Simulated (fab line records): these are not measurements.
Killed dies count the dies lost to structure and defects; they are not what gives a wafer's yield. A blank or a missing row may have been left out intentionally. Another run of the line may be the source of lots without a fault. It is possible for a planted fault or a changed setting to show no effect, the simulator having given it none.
A single fault, viewed from 3 desks -- flow n5Finfet -- numbers are kept per desk, each desk with only its own; the story behind them comes last

## THE METROLOGY DESK
What the gauges read, lot by lot, whatever tool the lot ran on: means of the sampled wafers that have a number. A lot is out of limits, marked OUT, if its mean lies more than 4 standard deviations from the usual mean; the brackets give that distance. Of its 10 readings 7 are shown: those that lie furthest out on some lot.
Columns: A = DIBL_N at N5_BEOL_M4_RC_MEAS_101, usual 36.1 mV/V; B = IOFF_N at N5_BEOL_M4_RC_MEAS_101, usual 0.16 nA/um; C = IOFF_P at N5_BEOL_M4_RC_MEAS_101, usual 0.21 nA/um; D = ION_N at N5_BEOL_M4_RC_MEAS_101, usual 678 uA/um; E = SS_N at N5_BEOL_M4_RC_MEAS_101, usual 71.4 mV/dec; F = VT_N at N5_BEOL_M4_RC_MEAS_101, usual 249 mV; G = VT_P at N5_BEOL_M4_RC_MEAS_101, usual -250.0 mV
lot,first seen here,A,B,C,D,E,F,G
L234,day 9 05:48,34.4,0.14,0.19,672,70.8,253,-253.5
L239,day 10 22:46,37.5,0.19,0.24,700,72.3,247,-248.7
L245,day 12 20:25,33.9,0.13,0.16,673,70.6,251,-254.6
L244,day 12 20:53,37.0,0.20,0.23,696,71.3,246,-248.4
L250,day 13 18:04,36.6,0.18,0.21,706,71.0,246,-249.2
L252,day 14 01:06,33.5,0.12,0.18,668,70.4,251,-250.8
Finding of this desk: none of the 6 lots has anything out of limits.

## THE DEFECT DESK
What the inspections along the route counted, lot by lot: means of the sampled wafers that have a number. A lot is out of limits, marked OUT, if its mean lies more than 4 standard deviations from the usual mean; the brackets give that distance.
Columns: A = rawDefectCount at N5_BEOL_M1_INSPECT_30, usual 388
lot,first seen here,A
L234,day 7 05:51,542
L239,day 8 16:35,425
L244,day 10 05:11,362
L245,day 10 05:25,402
L250,day 11 16:56,506
L252,day 12 00:14,372
Finding of this desk: none of the 6 lots has anything out of limits.

## DESK OF THE TOOL OWNER: rieDiel-02
The tool's own readings at N5_BEOL_M1_TRENCH_ETCH_37 (etches SiOC in C4F6/O2, target depth 55.207 nm, time 29 s): means of the sampled wafers that have a number, for each lot that ran on this tool. A lot is out of limits, marked OUT, if its mean lies more than 4 standard deviations from the usual mean; the brackets give that distance.
Columns: A = drypumpMotorCurrentA at N5_BEOL_M1_TRENCH_ETCH_37, usual 6.0 A; B = oesProductAu at N5_BEOL_M1_TRENCH_ETCH_37, usual 0.79 a.u.; C = rfVppV at N5_BEOL_M1_TRENCH_ETCH_37, usual 669 V; D = runLengthS at N5_BEOL_M1_TRENCH_ETCH_37, usual 52.3 s; E = showerheadPlenumPTorr at N5_BEOL_M1_TRENCH_ETCH_37, usual 2.82 Torr; F = throttleValvePct at N5_BEOL_M1_TRENCH_ETCH_37, usual 20.80 %
lot,first seen here,A,B,C,D,E,F
L239,day 8 17:50,6.1,0.79,668,52.2,2.78,20.77
L244,day 10 08:26,6.2,0.97,666,50.0 (-5.3) OUT,2.95,20.67
L245,day 10 08:54,5.7,1.06,680,51.4,3.01,20.82
This desk finds L244 out of limits, L244 being first, at day 10 08:26 (runLengthS at N5_BEOL_M1_TRENCH_ETCH_37). L239, L245: within limits.

## PUT TOGETHER
The tool owner's desk could have raised an alarm at day 10 08:26, on L244.
At the metrology desk, nothing out of limits was observed.
Nothing the defect desk looked at was out of limits.
The metrology desk has L244 on record, within its limits.
The defect desk has L244 on record, within its limits.
The lots listed all ran N5_BEOL_M1_TRENCH_ETCH_37 on rieDiel-02.

## WHAT THE SIMULATOR PUT IN
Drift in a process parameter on rieDiel-02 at N5_BEOL_M1_TRENCH_ETCH_37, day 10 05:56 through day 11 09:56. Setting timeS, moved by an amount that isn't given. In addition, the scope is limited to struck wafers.
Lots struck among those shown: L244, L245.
How many hours passed from the start of the fault until each desk's first out-of-limits reading: the tool owner's desk, 2.
